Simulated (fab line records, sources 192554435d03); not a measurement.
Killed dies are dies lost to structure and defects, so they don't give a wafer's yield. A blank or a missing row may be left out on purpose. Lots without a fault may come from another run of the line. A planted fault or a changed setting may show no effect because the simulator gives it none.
Split-lot experiment | flow n5_finfet | 7 lots, 21 wafers read, on a route of 1938 steps

THE SPLIT
At N5_BEOL_M11_COAT_59 (time 60 s, resist thk 100 nm), the setting spin_rpm was moved away from the recipe's 1500 rpm on 6 of the 21 wafers read, by -6.9% to +5.1%. The other wafers ran this setting at the recipe's value.

FROM THE SPLIT TO THE READING: what the file shows between them, 8 steps
- N5_BEOL_M11_COAT_05: resist thk 90 nm (also split here: spin_rpm)
- N5_BEOL_M11_EBR_07
- N5_BEOL_M11_SOFTBAKE_06: time 60 s
- N5_BEOL_M11_DESCUM_16: chemistry O2, time 7.9 s
- N5_BEOL_M11_ETCH_61: etches SiARC in CF4, target depth 39 nm, time 65 s
- N5_BEOL_M11_ETCH_62: etches SOC in N2/H2, target depth 110 nm, overetch 22 nm, time 165 s
- N5_BEOL_M11_STRIP_68: strips in N2/H2
- N5_BEOL_M11_STRIP_67: strips in CF4

THE READING
SOC_of_BEOL_M11_COAT_59.thk_nm (the simulator's own value, which no gauge read), in nm, at N5_BEOL_M11_HM_OPEN_17 (chemistry Cl2/BCl3, target TiN, target depth 20 nm, overetch 6 nm). The file gives no usual value for it. The 15 wafers here that ran the recipe average 92.0 nm, standard deviation 0.15 nm.

wafer  | tool, chamber at the split | spin_rpm as run, rpm | against the recipe | SOC_of_BEOL_M11_COAT_59.thk_nm, nm | against lot-mates on the recipe
L077.3 | litho_track-01, 0          | 1443                 | -3.8%              | 94.2                               | +2.0
L077.5 | litho_track-01, 0          | 1443                 | -3.8%              | 94.4                               | +2.2
L077.6 | litho_track-01, 0          | 1500                 | recipe             | 92.2                               | -
L078.1 | litho_track-03, 0          | 1426                 | -4.9%              | 94.4                               | +2.6
L078.3 | litho_track-03, 0          | 1426                 | -4.9%              | 94.4                               | +2.6
L078.2 | litho_track-03, 0          | 1500                 | recipe             | 91.8                               | -
L083.4 | litho_track-01, 0          | 1500                 | recipe             | 92                                 | -
L083.5 | litho_track-01, 0          | 1500                 | recipe             | 92.2                               | -
L083.6 | litho_track-01, 0          | 1576                 | +5.1%              | 89.6                               | -2.5
L088.2 | litho_track-03, 0          | 1500                 | recipe             | 92                                 | -
L088.3 | litho_track-03, 0          | 1500                 | recipe             | 92                                 | -
L088.5 | litho_track-03, 0          | 1500                 | recipe             | 91.8                               | -
L086.1 | litho_track-03, 0          | 1500                 | recipe             | 91.8                               | -
L086.4 | litho_track-03, 0          | 1500                 | recipe             | 91.8                               | -
L086.5 | litho_track-03, 0          | 1500                 | recipe             | 92                                 | -
L087.1 | litho_track-01, 0          | 1500                 | recipe             | 92.2                               | -
L087.6 | litho_track-01, 0          | 1500                 | recipe             | 92.2                               | -
L087.4 | litho_track-01, 0          | 1500                 | recipe             | 92                                 | -
L092.2 | litho_track-03, 0          | 1396                 | -6.9%              | 95.4                               | +3.4
L092.3 | litho_track-03, 0          | 1500                 | recipe             | 92                                 | -
L092.5 | litho_track-03, 0          | 1500                 | recipe             | 92                                 | -

THE FIT
A straight line over all 21 wafers: SOC_of_BEOL_M11_COAT_59.thk_nm changes by -0.504 nm for each +1% of spin_rpm; r = -0.99; the points scatter about the line by 0.19 nm.
The same after taking each lot's own level away (the mean of its wafers on the recipe; 21 wafers): -0.512 nm for each +1%; r = -1.00; scatter 0.1 nm.
On that fit, the largest move of spin_rpm shifts the reading by 3.6 nm.
The lots' own levels span 91.80 to 92.20 nm, that is 2.7 times the standard deviation above.
So the lot-to-lot level changes the slope little: the two slopes agree.
Check: with one of the wafers moved furthest among these (-6.9%) left out of the fit, the line predicts +3.65 nm for it against its lot-mates. It came out at +3.4 nm against them.

OTHER SPLITS ON THESE WAFERS
These wafers also went through other splits before the reading. Each is held against what the fit with the lots' levels taken away leaves over:
other split on the same wafers   | wafers away from the commonest value | r with SOC_of_BEOL_M11_COAT_59.thk_nm (lot level and that fit taken away)
N5_BEOL_M9_COAT_60 spin_rpm      | 8                                    | -0.35
N5_BEOL_M9_TRENCH_ETCH_37 time_s | 8                                    | -0.29
N5_BEOL_M11_COAT_05 spin_rpm     | 3                                    | +0.13

THE WHOLE CHAIN: every reading that the file lists as answering this split, in the file's order
step                   | what it does                                                         | reading                                                                         | change (the file's fit)               | r (the file's)
N5_BEOL_M11_COAT_59    | time 60 s, resist thk 100 nm                                         | SOC_of_BEOL_M11_COAT_59.thk_nm (the simulator's own value, which no gauge read) | -0.499 nm for each +1% of the setting | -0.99
N5_BEOL_M11_ETCH_62    | etches SOC in N2/H2, target depth 110 nm, overetch 22 nm, time 165 s | etch.depth_nm (the simulator's own value, which no gauge read)                  | -0.506 nm for each +1% of the setting | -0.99
N5_BEOL_M11_HM_OPEN_17 | chemistry Cl2/BCl3, target TiN, target depth 20 nm, overetch 6 nm    | SOC_of_BEOL_M11_COAT_59.thk_nm (the simulator's own value, which no gauge read) | -0.507 nm for each +1% of the setting | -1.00

THE FILE'S OWN FIT
SOC_of_BEOL_M11_COAT_59.thk_nm changes by -0.507 nm for each +1% of spin_rpm, r = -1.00.
